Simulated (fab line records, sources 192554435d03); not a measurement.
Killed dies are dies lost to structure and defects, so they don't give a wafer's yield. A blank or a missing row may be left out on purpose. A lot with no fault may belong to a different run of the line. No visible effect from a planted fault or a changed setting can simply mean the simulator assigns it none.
Split-lot trial :: flow n5Finfet :: 21 wafers read from 7 lots, route of 1938 steps

ABOUT THE SPLIT
At N5_BEOL_M10_COAT_63 (time 60 s, resist thk 100 nm), the setting spinRpm was moved away from the recipe's 1500 rpm on 10 of the 21 wafers read, by -6.7% to +8.9%. All remaining wafers had this setting at the recipe value.

FROM THE SPLIT TO THE READING: what the file shows between them, 6 steps
- N5_BEOL_M10_COAT_64: time 60 s, resist thk 30 nm
- N5_BEOL_M10_COAT_22: resist thk 90 nm
- N5_BEOL_M10_DESCUM_33: chemistry O2, time 7.9 s
- N5_BEOL_M10_ETCH_65: etches SiARC in CF4, target depth 39 nm, time 65 s
- N5_BEOL_M10_ETCH_66: etches SOC in N2/H2, target depth 120 nm, overetch 24 nm, time 180 s
- N5_BEOL_M10_STRIP_69: strips in N2/H2

THE READING
SOC_of_BEOL_M10_COAT_63.thkNm (the simulator's own value, which no gauge read), in nm, at N5_BEOL_M10_VIA_ETCH_34 (etches SiCOH lowk in C4F6/O2, target depth 184.5 nm, time 69.2 s). The file gives no usual value for it. Here, 11 wafers ran the recipe; their average is 91.8 nm with a standard deviation of 0.44 nm.

wafer: L075.1
tool, chamber at the split: lithoTrack-02, 0
spinRpm as run, rpm: 1500
against the recipe: recipe
SOC_of_BEOL_M10_COAT_63.thkNm, nm: 92.2
against lot-mates on the recipe: -

wafer: L075.5
tool, chamber at the split: lithoTrack-02, 0
spinRpm as run, rpm: 1399
against the recipe: -6.7%
SOC_of_BEOL_M10_COAT_63.thkNm, nm: 95.6
against lot-mates on the recipe: +3.4

wafer: L075.6
tool, chamber at the split: lithoTrack-02, 0
spinRpm as run, rpm: 1399
against the recipe: -6.7%
SOC_of_BEOL_M10_COAT_63.thkNm, nm: 95.8
against lot-mates on the recipe: +3.6

wafer: L083.2
tool, chamber at the split: lithoTrack-05, 0
spinRpm as run, rpm: 1634
against the recipe: +8.9%
SOC_of_BEOL_M10_COAT_63.thkNm, nm: 87.6
against lot-mates on the recipe: -4.4

wafer: L083.5
tool, chamber at the split: lithoTrack-05, 0
spinRpm as run, rpm: 1500
against the recipe: recipe
SOC_of_BEOL_M10_COAT_63.thkNm, nm: 92
against lot-mates on the recipe: -

wafer: L083.6
tool, chamber at the split: lithoTrack-05, 0
spinRpm as run, rpm: 1634
against the recipe: +8.9%
SOC_of_BEOL_M10_COAT_63.thkNm, nm: 87.4
against lot-mates on the recipe: -4.6

wafer: L086.2
tool, chamber at the split: lithoTrack-04, 0
spinRpm as run, rpm: 1549
against the recipe: +3.3%
SOC_of_BEOL_M10_COAT_63.thkNm, nm: 90.2
against lot-mates on the recipe: -2.0

wafer: L086.3
tool, chamber at the split: lithoTrack-04, 0
spinRpm as run, rpm: 1500
against the recipe: recipe
SOC_of_BEOL_M10_COAT_63.thkNm, nm: 92.2
against lot-mates on the recipe: -

wafer: L086.4
tool, chamber at the split: lithoTrack-04, 0
spinRpm as run, rpm: 1500
against the recipe: recipe
SOC_of_BEOL_M10_COAT_63.thkNm, nm: 92.2
against lot-mates on the recipe: -

wafer: L087.1
tool, chamber at the split: lithoTrack-05, 0
spinRpm as run, rpm: 1399
against the recipe: -6.7%
SOC_of_BEOL_M10_COAT_63.thkNm, nm: 95.4
against lot-mates on the recipe: +3.4

wafer: L087.4
tool, chamber at the split: lithoTrack-05, 0
spinRpm as run, rpm: 1500
against the recipe: recipe
SOC_of_BEOL_M10_COAT_63.thkNm, nm: 92
against lot-mates on the recipe: -

wafer: L087.6
tool, chamber at the split: lithoTrack-05, 0
spinRpm as run, rpm: 1500
against the recipe: recipe
SOC_of_BEOL_M10_COAT_63.thkNm, nm: 92
against lot-mates on the recipe: -

wafer: L090.1
tool, chamber at the split: lithoTrack-04, 0
spinRpm as run, rpm: 1500
against the recipe: recipe
SOC_of_BEOL_M10_COAT_63.thkNm, nm: 92
against lot-mates on the recipe: -

wafer: L090.4
tool, chamber at the split: lithoTrack-04, 0
spinRpm as run, rpm: 1629
against the recipe: +8.6%
SOC_of_BEOL_M10_COAT_63.thkNm, nm: 88.4
against lot-mates on the recipe: -3.6

wafer: L090.5
tool, chamber at the split: lithoTrack-04, 0
spinRpm as run, rpm: 1629
against the recipe: +8.6%
SOC_of_BEOL_M10_COAT_63.thkNm, nm: 88.2
against lot-mates on the recipe: -3.8

wafer: L091.2
tool, chamber at the split: lithoTrack-02, 0
spinRpm as run, rpm: 1500
against the recipe: recipe
SOC_of_BEOL_M10_COAT_63.thkNm, nm: 91
against lot-mates on the recipe: -

wafer: L091.4
tool, chamber at the split: lithoTrack-02, 0
spinRpm as run, rpm: 1500
against the recipe: recipe
SOC_of_BEOL_M10_COAT_63.thkNm, nm: 91.2
against lot-mates on the recipe: -

wafer: L091.6
tool, chamber at the split: lithoTrack-02, 0
spinRpm as run, rpm: 1500
against the recipe: recipe
SOC_of_BEOL_M10_COAT_63.thkNm, nm: 91.2
against lot-mates on the recipe: -

wafer: L095.1
tool, chamber at the split: lithoTrack-05, 0
spinRpm as run, rpm: 1500
against the recipe: recipe
SOC_of_BEOL_M10_COAT_63.thkNm, nm: 92.2
against lot-mates on the recipe: -

wafer: L095.2
tool, chamber at the split: lithoTrack-05, 0
spinRpm as run, rpm: 1432
against the recipe: -4.5%
SOC_of_BEOL_M10_COAT_63.thkNm, nm: 94
against lot-mates on the recipe: +1.8

wafer: L095.3
tool, chamber at the split: lithoTrack-05, 0
spinRpm as run, rpm: 1432
against the recipe: -4.5%
SOC_of_BEOL_M10_COAT_63.thkNm, nm: 94.4
against lot-mates on the recipe: +2.2

FIT RESULTS
A straight line over all 21 wafers: SOC_of_BEOL_M10_COAT_63.thkNm changes by -0.489 nm for each +1% of spinRpm; r = -0.99; the points scatter about the line by 0.43 nm.
The same after taking each lot's own level away (the mean of its wafers on the recipe; 21 wafers): -0.482 nm for each +1%; r = -1.00; scatter 0.23 nm.
The reading moves by 4.3 nm for the largest change in spinRpm, on that fit.
From 91.13 to 92.20 nm: that is the span of the lots' own levels, equal to 2.4 times the standard deviation above.
The two slopes agree, so the slope changes little with the lot-to-lot level.
Check: with one of the wafers moved furthest among these (+8.9%) left out of the fit, the line predicts -4.26 nm for it against its lot-mates. It came out at -4.4 nm against them.

OTHER SPLITS ON THESE WAFERS
Before the reading, these wafers also passed through other splits. Each is held against what the fit with the lots' levels taken away leaves over:
other split on the same wafers: N5_BEOL_M8_PECVD_70 timeS
wafers away from the commonest value: 7
r with SOC_of_BEOL_M10_COAT_63.thkNm (lot level and that fit taken away): -0.03

other split on the same wafers: N5_BEOL_M9_ILD_DEP_00 timeS
wafers away from the commonest value: 8
r with SOC_of_BEOL_M10_COAT_63.thkNm (lot level and that fit taken away): -0.37

other split on the same wafers: N5_BEOL_M9_COAT_05 spinRpm
wafers away from the commonest value: 5
r with SOC_of_BEOL_M10_COAT_63.thkNm (lot level and that fit taken away): +0.21

other split on the same wafers: N5_BEOL_M9_COAT_22 spinRpm
wafers away from the commonest value: 12
r with SOC_of_BEOL_M10_COAT_63.thkNm (lot level and that fit taken away): +0.02

THE WHOLE CHAIN: every reading that the file lists as answering this split, in the file's order
step: N5_BEOL_M10_COAT_63
what it does: time 60 s, resist thk 100 nm
reading: SOC_of_BEOL_M10_COAT_63.thkNm (the simulator's own value, which no gauge read)
change (the file's fit): -0.483 nm for each +1% of the setting
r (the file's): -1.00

step: N5_BEOL_M10_ETCH_66
what it does: etches SOC in N2/H2, target depth 120 nm, overetch 24 nm, time 180 s
reading: etch.depthNm (the simulator's own value, which no gauge read)
change (the file's fit): -0.489 nm for each +1% of the setting
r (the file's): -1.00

step: N5_BEOL_M10_VIA_ETCH_34
what it does: etches SiCOH lowk in C4F6/O2, target depth 184.5 nm, time 69.2 s
reading: SOC_of_BEOL_M10_COAT_63.thkNm (the simulator's own value, which no gauge read)
change (the file's fit): -0.486 nm for each +1% of the setting
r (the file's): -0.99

THE FILE'S OWN FIT
SOC_of_BEOL_M10_COAT_63.thkNm changes by -0.486 nm for each +1% of spinRpm, r = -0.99.
